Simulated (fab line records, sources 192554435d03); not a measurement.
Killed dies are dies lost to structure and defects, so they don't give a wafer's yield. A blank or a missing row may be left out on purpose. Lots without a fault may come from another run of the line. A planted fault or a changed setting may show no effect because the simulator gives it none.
fab line records | flow n5_finfet
record lots=7 wafers=21
route steps=1938 shown WELL_APT@25 FIN_SAQP@102 FIN_CUT@154 SD_EPI_N@267
start_h: hours from the record's first day to the start of the lot's first wafer shown | wait_h: hours since the lot's step before | " the same as in the row above | L1.1+2: a row that stands for several wafers | - no value, or no start given | * or withheld: withheld | < > ~ a bound
route shown NAME@n: a module of which the file shows steps, and the number in the route of the first | usual: mean/standard deviation of fault-free wafers | same: alike in all rows | chamber/n: place in a boat | sites: the reading at each site | _std_site: their standard deviation | _edge_site: outer sites' mean less inner sites' | radius_mm: how far each site lies from the wafer's centre | mask NAME#n: copy n | behind: the tool/chamber that last shaped the wafer | hold: why the lot was held/for how many hours/how that ended | device: the transistor (n, p or np) that didn't switch | end of line: the same wafers' tests at the end of the route | a step without rows: its recipe alone | killed: dies lost to structure and defects at the first sort, not the wafer's yield | map: a wafer's dies, x killed, . not, _ none there
set.NAME: the setting as run; set.NAME@STEP: as run at that earlier step | model.NAME: the simulator's own value behind a step, which no gauge read
lots whose settings were changed on purpose; a table a step, a row a wafer
## steps
# step N5_WELL_APT_PEB_06
# recipe peb_temp_c=130 peb_time_s=90
# columns lot.wafer tool chamber start_h wait_h set.peb_time_s
L078.1+2 litho_track-02 0 37.46 0.1 90
L078.6 " 0 " " 70.34
L079.3 litho_track-04 0 43.59 0.0 103.1
L079.4+5 " 0 " " 90
L087.3+4+6 litho_track-04 0 91.65 0.0 90
L088.4+5+6 litho_track-05 0 97.54 0.0 90
L091.1+3 litho_track-05 0 115.55 0.1 96.58
L091.4 " 0 " " 90
L093.1+3 litho_track-04 0 127.57 0.1 90
L093.4 " 0 " " 70.91
L097.2+4 litho_track-05 0 151.72 0.0 95.93
L097.5 " 0 " " 90
# step N5_WELL_APT_DEVELOP_07
# recipe develop_time_s=45 rinse_liquid=surfactant_rinse dry=air_spin dev_temp_c=21
# columns lot.wafer tool chamber start_h wait_h set.develop_time_s
L078.1+2+6 litho_track-02 0 - - 45
L079.3+4+5 litho_track-04 0 - - 45
L087.3+4+6 litho_track-04 0 - - 45
L088.4+5+6 litho_track-05 0 - - 45
L091.1+4 litho_track-05 0 - - 45
L091.3 " 0 " " 49.08
L093.1+3+4 litho_track-04 0 - - 45
L097.2 litho_track-05 0 - - 45
L097.4+5 " 0 " " 37.37
# step N5_WELL_APT_HARDBAKE_12
# recipe temp_c=130 time_s=120
# step N5_WELL_APT_CD_MEAS_08
# recipe target_cd_nm=200 landing_energy_ev=500 detector=se_inlens
# usual cd_nm=200.5/1.2
# columns lot.wafer tool chamber start_h wait_h set.peb_time_s@WELL_APT_PEB_06 cd_nm
L078.1 cd_sem-02 0 37.58 - 90 200.5
L078.2 " 0 " " 90 201.3
L078.6 " 0 " " 70.34 190.7
L079.3 cd_sem-02 0 43.71 - 103.1 205.3
L079.4 " 0 " " 90 198.7
L079.5 " 0 " " 90 199.1
L087.3 cd_sem-01 0 91.76 - 90 201.3
L087.4 " 0 " " 90 202.3
L087.6 " 0 " " 90 202.5
L088.4 cd_sem-03 0 97.66 - 90 198.4
L088.5 " 0 " " 90 198.5
L088.6 " 0 " " 90 197.5
L091.1 cd_sem-03 0 115.67 - 96.58 202.1
L091.3 " 0 " " 96.58 204.0
L091.4 " 0 " " 90 199.2
L093.1 cd_sem-03 0 127.69 - 90 200.3
L093.3 " 0 " " 90 201.3
L093.4 " 0 " " 70.91 191.2
L097.2 cd_sem-03 0 151.83 - 95.93 200.9
L097.4 " 0 " " 95.93 201.3
L097.5 " 0 " " 90 198.5
# step N5_WELL_APT_DESCUM_13
# recipe chemistry=O2 time_s=7.9 source_power_w=50 bias_power_w=20 pressure_mtorr=20 rf_frequency_hz=2.712e+07 temp_c=40 o2_flow_sccm=225
# columns lot.wafer tool chamber start_h wait_h set.peb_time_s@WELL_APT_PEB_06 model.WELL_APT.cd_nm
L078.1 rie_diel-05 3 37.67 0.0 90 200
L078.2 " 0 " " 90 201.2
L078.6 " 3 " " 70.34 190.5
L079.3 rie_diel-03 1 43.79 0.0 103.1 205.3
L079.4 " 3 " " 90 198.7
L079.5 " 0 " " 90 199.3
L087.3 rie_diel-03 3 91.96 0.1 90 201.1
L087.4 " 0 " " 90 202.3
L087.6 " 0 " " 90 202.8
L088.4 rie_diel-05 1 97.77 0.1 90 198.2
L088.5 " 2 " " 90 198.6
L088.6 " 3 " " 90 197.3
L091.1 rie_diel-03 0 115.76 0.0 96.58 202.3
L091.3 " 1 " " 96.58 204
L091.4 " 2 " " 90 198.9
L093.1 rie_diel-03 0 127.89 0.1 90 200.4
L093.3 " 1 " " 90 201.5
L093.4 " 2 " " 70.91 190.7
L097.2 rie_diel-01 1 151.92 0.0 95.93 200.6
L097.4 " 0 " " 95.93 201.5
L097.5 " 1 " " 90 198.2
# step N5_WELL_APT_COAT_19
# recipe spin_rpm=1357 resist_thk_nm=950
# columns lot.wafer tool chamber start_h wait_h set.spin_rpm model.coat_of_WELL_APT_COAT_19.thk_nm
L078.1 litho_track-04 0 - - 1357 948.3
L078.2 " 0 " " 1357 950.1
L078.6 " 0 " " 1407 933.6
L079.3 litho_track-04 0 - - 1357 950.9
L079.4 " 0 " " 1357 949.5
L079.5 " 0 " " 1437 923.1
L087.3 litho_track-02 0 - - 1357 952.4
L087.4 " 0 " " 1357 951.8
L087.6 " 0 " " 1357 951.6
L088.4 litho_track-04 0 - - 1357 951.1
L088.5 " 0 " " 1289 978.2
L088.6 " 0 " " 1357 953
L091.1 litho_track-02 0 - - 1483 904.6
L091.3 " 0 " " 1483 904.5
L091.4 " 0 " " 1357 947.6
L093.1 litho_track-04 0 - - 1482 906.7
L093.3 " 0 " " 1357 950.2
L093.4 " 0 " " 1482 907.9
L097.2+4 litho_track-02 0 - - 1357 946.2
L097.5 " 0 " " 1357 948.3
# step N5_WELL_APT_PEB_23
# recipe peb_temp_c=130 peb_time_s=90
# columns lot.wafer tool chamber start_h wait_h set.peb_time_s
L078.1+6 litho_track-02 0 38.61 0.1 103.6
L078.2 " 0 " " 90
L079.3+4 litho_track-04 0 44.84 0.0 98.67
L079.5 " 0 " " 90
L087.3+4+6 litho_track-02 0 93.00 0.0 90
L088.4+6 litho_track-04 0 98.84 0.0 74.14
L088.5 " 0 " " 90
L091.1 litho_track-02 0 116.69 0.1 90
L091.3+4 " 0 " " 99.31
L093.1 litho_track-04 0 128.93 0.1 108.8
L093.3+4 " 0 " " 90
L097.2+5 litho_track-05 0 152.85 0.0 90
L097.4 " 0 " " 97.11
# step N5_WELL_APT_DEVELOP_24
# recipe develop_time_s=45 rinse_liquid=surfactant_rinse dry=air_spin dev_temp_c=21
# step N5_WELL_APT_HARDBAKE_29
# recipe temp_c=130 time_s=120
# step N5_WELL_APT_CD_MEAS_25
# recipe target_cd_nm=200 landing_energy_ev=500 detector=se_inlens
# usual cd_nm=200.6/1.3
# columns lot.wafer tool chamber start_h wait_h set.peb_time_s@WELL_APT_PEB_23 cd_nm
L078.1 cd_sem-01 0 38.72 - 103.6 204.5
L078.2 " 0 " " 90 198.8
L078.6 " 0 " " 103.6 206.1
L079.3 cd_sem-03 0 44.95 - 98.67 205.9
L079.4 " 0 " " 98.67 204.7
L079.5 " 0 " " 90 202.2
L087.3 cd_sem-01 0 93.12 - 90 200.8
L087.4 " 0 " " 90 199.9
L087.6 " 0 " " 90 202.6
L088.4 cd_sem-02 0 98.95 - 74.14 192.0
L088.5 " 0 " " 90 198.8
L088.6 " 0 " " 74.14 191.6
L091.1 cd_sem-03 0 116.81 - 90 202.9
L091.3 " 0 " " 99.31 208.4
L091.4 " 0 " " 99.31 205.1
L093.1 cd_sem-02 0 129.05 - 108.8 211.4
L093.3 " 0 " " 90 202.3
L093.4 " 0 " " 90 205.8
L097.2 cd_sem-02 0 152.96 - 90 202.6
L097.4 " 0 " " 97.11 205.7
L097.5 " 0 " " 90 202.5
# step N5_WELL_APT_DESCUM_30
# recipe chemistry=O2 time_s=7.9 source_power_w=50 bias_power_w=20 pressure_mtorr=20 rf_frequency_hz=2.712e+07 temp_c=40 o2_flow_sccm=225
# columns lot.wafer tool chamber start_h wait_h set.peb_time_s@WELL_APT_PEB_23 model.WELL_APT.cd_nm
L078.1 rie_diel-01 2 38.81 0.0 103.6 204.5
L078.2 " 3 " " 90 198.6
L078.6 " 3 " " 103.6 206.5
L079.3 rie_diel-01 1 45.04 0.0 98.67 205.5
L079.4 " 0 " " 98.67 204.7
L079.5 " 3 " " 90 202.3
L087.3 rie_diel-05 0 93.20 0.0 90 200.8
L087.4 " 3 " " 90 199.8
L087.6 " 2 " " 90 202.6
L088.4 rie_diel-01 0 99.69 0.7 74.14 192.1
L088.5 " 0 " " 90 198.8
L088.6 " 3 " " 74.14 191.5
L091.1 rie_diel-05 2 117.62 0.8 90 203
L091.3 " 1 " " 99.31 204
L091.4 " 0 " " 99.31 205.5
L093.1 rie_diel-01 3 129.14 0.0 108.8 211.3
L093.3 " 1 " " 90 202.5
L093.4 " 1 " " 90 205.6
L097.2 rie_diel-05 2 153.05 0.0 90 202.9
L097.4 " 1 " " 97.11 205.6
L097.5 " 1 " " 90 202.5
# step N5_FIN_SAQP_HM_DEP_72
# recipe material=SiO2 target_thk_a=120 temp_c=400 precursor=SiH4/N2O pressure_torr=0.75 rf_w=275 time_s=7.2
# columns lot.wafer tool chamber start_h wait_h set.time_s model.SiO2_of_FIN_SAQP_HM_DEP_72.thk_nm
L078.1 pecvd-01 1 44.67 0.0 7.2 11.72
L078.2 " 0 " " 6.786 10.61
L078.6 " 1 " " 7.2 11.68
L079.3 pecvd-02 1 50.82 0.0 6.519 10.96
L079.4 " 2 " " 6.519 11.17
L079.5 " 1 " " 6.519 11.15
L087.3 pecvd-03 2 102.85 0.0 7.2 11.95
L087.4 " 0 " " 7.2 12.12
L087.6 " 1 " " 7.2 12.15
L088.4 pecvd-03 0 105.63 0.1 7.2 11.95
L088.5 " 2 " " 7.2 11.94
L088.6 " 1 " " 6.799 11.54
L091.1 pecvd-01 1 124.37 0.0 6.282 10.32
L091.3 " 2 " " 6.282 10.31
L091.4 " 2 " " 6.282 10.47
L093.1 pecvd-02 2 135.15 0.0 8.189 13.47
L093.3 " 0 " " 7.2 11.89
L093.4 " 2 " " 7.2 12.19
L097.2 pecvd-03 2 159.68 0.0 7.954 13.24
L097.4 " 0 " " 7.954 13.52
L097.5 " 2 " " 7.2 12.27
# step N5_FIN_SAQP_EXPOSE_13
# recipe mask_id=FIN_CORE na=1.35 source_shape=dipole sigma_inner=0.538 sigma_outer=0.738 polarization=te target_cd_nm=35.6 dose_mj=63.25
# columns lot.wafer tool chamber start_h wait_h mask set.dose_mj
L078.1+2+6 arfi_scanner-02 0 44.89 - FIN_CORE#0 63.25
L079.3+5 arfi_scanner-03 0 51.15 - FIN_CORE#0 63.25
L079.4 " 0 " " FIN_CORE#0 61.8
L087.3+4+6 arfi_scanner-01 0 103.18 - FIN_CORE#0 63.25
L088.4 arfi_scanner-01 0 105.81 - FIN_CORE#0 64.83
L088.5+6 " 0 " " FIN_CORE#0 63.25
L091.1 arfi_scanner-02 0 124.69 - FIN_CORE#0 59.43
L091.3+4 " 0 " " FIN_CORE#0 63.25
L093.1 arfi_scanner-02 0 135.35 - FIN_CORE#0 63.25
L093.3+4 " 0 " " FIN_CORE#0 64.8
L097.2+4 arfi_scanner-02 0 160.01 - FIN_CORE#0 59.91
L097.5 " 0 " " FIN_CORE#0 63.25
# step N5_FIN_SAQP_PEB_14
# recipe peb_temp_c=withheld peb_time_s=60 resist=CAR-ArF
# step N5_FIN_SAQP_DEVELOP_15
# recipe develop_time_s=30 developer=TMAH resist=CAR-ArF dev_temp_c=23 rinse_liquid=diw dry=air_spin
# step N5_FIN_SAQP_CD_MEAS_16
# recipe target_cd_nm=35.6 landing_energy_ev=500 detector=se_inlens
# usual cd_nm=35.57/0.28
# columns lot.wafer tool chamber start_h wait_h set.dose_mj@FIN_SAQP_EXPOSE_13 cd_nm
L078.1 cd_sem-02 0 45.02 - 63.25 35.16
L078.2 " 0 " " 63.25 35.83
L078.6 " 0 " " 63.25 35.90
L079.3 cd_sem-01 0 51.27 - 63.25 35.60
L079.4 " 0 " " 61.8 36.28
L079.5 " 0 " " 63.25 35.48
L087.3 cd_sem-03 0 103.30 - 63.25 35.77
L087.4 " 0 " " 63.25 35.59
L087.6 " 0 " " 63.25 35.38
L088.4 cd_sem-02 0 105.93 - 64.83 34.63
L088.5 " 0 " " 63.25 35.60
L088.6 " 0 " " 63.25 35.66
L091.1 cd_sem-03 0 124.82 - 59.43 36.93
L091.3 " 0 " " 63.25 35.93
L091.4 " 0 " " 63.25 35.67
L093.1 cd_sem-03 0 135.48 - 63.25 35.37
L093.3 " 0 " " 64.8 34.90
L093.4 " 0 " " 64.8 35.24
L097.2 cd_sem-03 0 160.13 - 59.91 37.00
L097.4 " 0 " " 59.91 36.60
L097.5 " 0 " " 63.25 35.23
# step N5_FIN_SAQP_ETCH_52
# recipe chemistry=N2/H2 target=SOC target_depth_a=1000 overetch_a=200 mask_material=SiARC temp_c=40 time_s=150 ion_energy_ev=200 pressure_mtorr=30 source_w=840 bias_w=150 n2_flow_sccm=200 h2_flow_sccm=200 ends=end_point
# step N5_FIN_SAQP_STRIP_53
# recipe chemistry=N2/H2 temp_c=40 n2_flow_sccm=200 h2_flow_sccm=200 rf_frequency_hz=6e+07
# step N5_FIN_SAQP_HM_OPEN_73
# recipe chemistry=CHF3/O2 target=SiO2 stop_on=a-Si target_depth_a=120 over_etch_frac=1.8 mask_material=SOC time_s=16.8 pressure_mtorr=30 source_w=650 bias_w=170 Ar_flow_sccm=200 CHF3_flow_sccm=50 O2_flow_sccm=5 ion_energy_ev=200 ends=end_point
# columns lot.wafer tool chamber start_h wait_h set.time_s@FIN_SAQP_HM_DEP_72 model.etch.depth_nm
L078.1 rie_diel-03 3 45.31 0.0 7.2 11.72
L078.2 " 1 " " 6.786 10.61
L078.6 " 0 " " 7.2 11.68
L079.3 rie_diel-01 0 51.56 0.0 6.519 10.96
L079.4 " 1 " " 6.519 11.17
L079.5 " 1 " " 6.519 11.15
L087.3 rie_diel-05 0 103.59 0.0 7.2 11.95
L087.4 " 3 " " 7.2 12.12
L087.6 " 0 " " 7.2 12.15
L088.4 rie_diel-05 0 106.59 0.0 7.2 11.95
L088.5 " 0 " " 7.2 11.94
L088.6 " 3 " " 6.799 11.54
L091.1 rie_diel-01 0 125.22 0.0 6.282 10.32
L091.3 " 1 " " 6.282 10.31
L091.4 " 3 " " 6.282 10.47
L093.1 rie_diel-03 1 135.77 0.0 8.189 13.47
L093.3 " 0 " " 7.2 11.89
L093.4 " 1 " " 7.2 12.19
L097.2 rie_diel-01 1 160.43 0.0 7.954 13.24
L097.4 " 3 " " 7.954 13.52
L097.5 " 3 " " 7.2 12.27
# step N5_FIN_CUT_COAT_18
# recipe resist=SOC temp_c=250 time_s=60 spin_rpm=1500 resist_thk_nm=230
# columns lot.wafer tool chamber start_h wait_h set.spin_rpm model.SOC_of_FIN_CUT_COAT_18.thk_nm
L078.1 litho_track-01 0 50.97 0.0 1500 228.8
L078.2 " 0 " " 1363 240.2
L078.6 " 0 " " 1363 239.8
L079.3 litho_track-04 0 56.20 0.0 1500 229.4
L079.4 " 0 " " 1636 219
L079.5 " 0 " " 1636 219.6
L087.3 litho_track-01 0 109.04 0.0 1500 229.4
L087.4 " 0 " " 1500 230.2
L087.6 " 0 " " 1500 230.4
L088.4 litho_track-05 0 112.20 0.0 1346 242
L088.5 " 0 " " 1500 230
L088.6 " 0 " " 1346 242.4
L091.1 litho_track-01 0 130.02 0.0 1500 231.6
L091.3 " 0 " " 1500 230.8
L091.4 " 0 " " 1500 231.2
L093.1 litho_track-01 0 140.15 0.0 1500 229.6
L093.3 " 0 " " 1431 234.6
L093.4 " 0 " " 1500 229.4
L097.2 litho_track-05 0 165.16 0.0 1354 241.8
L097.4 " 0 " " 1500 230.2
L097.5 " 0 " " 1500 230
# step N5_FIN_CUT_COAT_19
# recipe resist=SiARC temp_c=220 time_s=60 spin_rpm=1500 resist_thk_nm=20
# columns lot.wafer tool chamber start_h wait_h set.time_s
L078.1+2+6 litho_track-01 0 - - 47.16
L079.3+4+5 litho_track-04 0 - - 60
L087.3+4+6 litho_track-01 0 - - 60
L088.4+5+6 litho_track-05 0 - - 60
L091.1+3+4 litho_track-01 0 - - 60
L093.1+3 litho_track-01 0 - - 60
L093.4 " 0 " " 49.59
L097.2 litho_track-05 0 - - 50.74
L097.4+5 " 0 " " 60
# step N5_FIN_CUT_COAT_29
# recipe resist=underlayer temp_c=205 time_s=60 spin_rpm=1500 resist_thk_nm=10
# step N5_FIN_CUT_COAT_02
# recipe resist=CAR-EUV spin_rpm=1500 resist_thk_nm=30
# step N5_FIN_CUT_ETCH_30
# recipe chemistry=N2/H2 target=underlayer target_depth_a=130 mask_material=CAR-EUV time_s=10.4 ion_energy_ev=200 pressure_mtorr=30 source_w=840 bias_w=150 n2_flow_sccm=200 h2_flow_sccm=200 ends=cleared
# step N5_FIN_CUT_ETCH_20
# recipe chemistry=CF4 target=SiARC target_depth_a=260 mask_material=CAR-EUV time_s=43.3 ion_energy_ev=80 pressure_mtorr=40 source_w=545 bias_w=36 Ar_flow_sccm=100 cf4_flow_sccm=100 ends=cleared
# step N5_FIN_CUT_ETCH_21
# recipe chemistry=N2/H2 target=SOC target_depth_a=2190 overetch_a=438 mask_material=SiARC temp_c=40 ion_energy_ev=100 bias_w=61 time_s=523.5 pressure_mtorr=30 source_w=850 n2_flow_sccm=200 h2_flow_sccm=200
# columns lot.wafer tool chamber start_h wait_h set.spin_rpm@FIN_CUT_COAT_18 model.etch.depth_nm
L078.1 rie_diel-04 0 51.45 0.0 1500 228.8
L078.2 " 1 " " 1363 240.3
L078.6 " 1 " " 1363 239.8
L079.3 rie_diel-04 1 56.69 0.0 1500 229.5
L079.4 " 0 " " 1636 219
L079.5 " 1 " " 1636 219.6
L087.3 rie_diel-06 1 109.74 0.0 1500 229.5
L087.4 " 2 " " 1500 230.1
L087.6 " 1 " " 1500 230.3
L088.4 rie_diel-06 0 112.84 0.0 1346 242
L088.5 " 0 " " 1500 230
L088.6 " 1 " " 1346 242.3
L091.1 rie_diel-02 2 130.83 0.0 1500 231.5
L091.3 " 0 " " 1500 230.9
L091.4 " 1 " " 1500 231.2
L093.1 rie_diel-02 3 140.76 0.0 1500 229.6
L093.3 " 2 " " 1431 234.7
L093.4 " 0 " " 1500 229.3
L097.2 rie_diel-06 0 165.65 0.0 1354 241.8
L097.4 " 2 " " 1500 230.2
L097.5 " 0 " " 1500 230
# step N5_SD_EPI_N_EXPOSE_06
# recipe mask_id=SD_N_BLK na=1.35 source_shape=conventional sigma_outer=0.8 polarization=unpolarized target_cd_nm=120 dose_mj=39.75
# columns lot.wafer tool chamber start_h wait_h mask set.dose_mj
L078.1+2+6 arfi_scanner-01 0 75.77 - SD_N_BLK#0 39.75
L079.3 arfi_scanner-01 0 77.69 - SD_N_BLK#0 39.75
L079.4+5 " 0 " " SD_N_BLK#0 42.29
L087.3+4+6 arfi_scanner-01 0 133.39 - SD_N_BLK#0 39.75
L088.4 arfi_scanner-03 0 134.97 - SD_N_BLK#0 40.73
L088.5+6 " 0 " " SD_N_BLK#0 39.75
L091.1+4 arfi_scanner-02 0 152.86 - SD_N_BLK#0 39.75
L091.3 " 0 " " SD_N_BLK#0 40.72
L093.1+3+4 arfi_scanner-03 0 163.76 - SD_N_BLK#0 39.75
L097.2+4+5 arfi_scanner-01 0 187.03 - SD_N_BLK#0 42.18
# step N5_SD_EPI_N_PEB_07
# recipe peb_temp_c=110 peb_time_s=60 resist=CAR-ArF-block
# step N5_SD_EPI_N_DEVELOP_08
# recipe develop_time_s=30 developer=TMAH resist=CAR-ArF-block dev_temp_c=23 rinse_liquid=diw dry=air_spin
# step N5_SD_EPI_N_CD_MEAS_09
# recipe target_cd_nm=120 landing_energy_ev=500 detector=se_inlens
# usual cd_nm=120.0/0.57
# columns lot.wafer tool chamber start_h wait_h set.dose_mj@SD_EPI_N_EXPOSE_06 cd_nm
L078.1 cd_sem-03 0 75.90 - 39.75 120.9
L078.2 " 0 " " 39.75 120.0
L078.6 " 0 " " 39.75 120.1
L079.3 cd_sem-01 0 77.80 - 39.75 120.7
L079.4 " 0 " " 42.29 124.5
L079.5 " 0 " " 42.29 125.2
L087.3 cd_sem-02 0 133.50 - 39.75 120.6
L087.4 " 0 " " 39.75 120.8
L087.6 " 0 " " 39.75 121.5
L088.4 cd_sem-02 0 135.09 - 40.73 122.6
L088.5 " 0 " " 39.75 120.6
L088.6 " 0 " " 39.75 120.8
L091.1 cd_sem-03 0 152.99 - 39.75 120.1
L091.3 " 0 " " 40.72 122.5
L091.4 " 0 " " 39.75 120.6
L093.1 cd_sem-03 0 163.88 - 39.75 119.9
L093.3 " 0 " " 39.75 119.7
L093.4 " 0 " " 39.75 119.6
L097.2 cd_sem-01 0 187.15 - 42.18 124.4
L097.4 " 0 " " 42.18 123.6
L097.5 " 0 " " 42.18 123.8
## key
split step=N5_WELL_APT_PEB_06 setting=peb_time_s stated=90 by=wafer
response step=N5_WELL_APT_CD_MEAS_08 reading=cd_nm change=+0.457 per=1% r=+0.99
response step=N5_WELL_APT_DESCUM_13 reading=model.WELL_APT.cd_nm change=+0.468 per=1% r=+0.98
split step=N5_WELL_APT_DEVELOP_07 setting=develop_time_s stated=45 by=wafer
response none clear
split step=N5_WELL_APT_COAT_19 setting=spin_rpm stated=1357 by=wafer
response step=N5_WELL_APT_COAT_19 reading=model.coat_of_WELL_APT_COAT_19.thk_nm change=-4.68 per=1% r=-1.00
split step=N5_WELL_APT_PEB_23 setting=peb_time_s stated=90 by=wafer
response step=N5_WELL_APT_CD_MEAS_25 reading=cd_nm change=+0.38 per=1% r=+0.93
response step=N5_WELL_APT_DESCUM_30 reading=model.WELL_APT.cd_nm change=+0.361 per=1% r=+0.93
split step=N5_FIN_SAQP_HM_DEP_72 setting=time_s stated=7.2 by=wafer
response step=N5_FIN_SAQP_HM_DEP_72 reading=model.SiO2_of_FIN_SAQP_HM_DEP_72.thk_nm change=+0.11 per=1% r=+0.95
response step=N5_FIN_SAQP_HM_OPEN_73 reading=model.etch.depth_nm change=+0.11 per=1% r=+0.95
split step=N5_FIN_SAQP_EXPOSE_13 setting=dose_mj stated=63.25 by=wafer
response step=N5_FIN_SAQP_CD_MEAS_16 reading=cd_nm change=-0.245 per=1% r=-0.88
split step=N5_FIN_CUT_COAT_18 setting=spin_rpm stated=1500 by=wafer
response step=N5_FIN_CUT_COAT_18 reading=model.SOC_of_FIN_CUT_COAT_18.thk_nm change=-1.18 per=1% r=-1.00
response step=N5_FIN_CUT_ETCH_21 reading=model.etch.depth_nm change=-1.18 per=1% r=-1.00
split step=N5_FIN_CUT_COAT_19 setting=time_s stated=60 by=wafer
response none clear
split step=N5_SD_EPI_N_EXPOSE_06 setting=dose_mj stated=39.75 by=wafer
response step=N5_SD_EPI_N_CD_MEAS_09 reading=cd_nm change=+0.685 per=1% r=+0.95
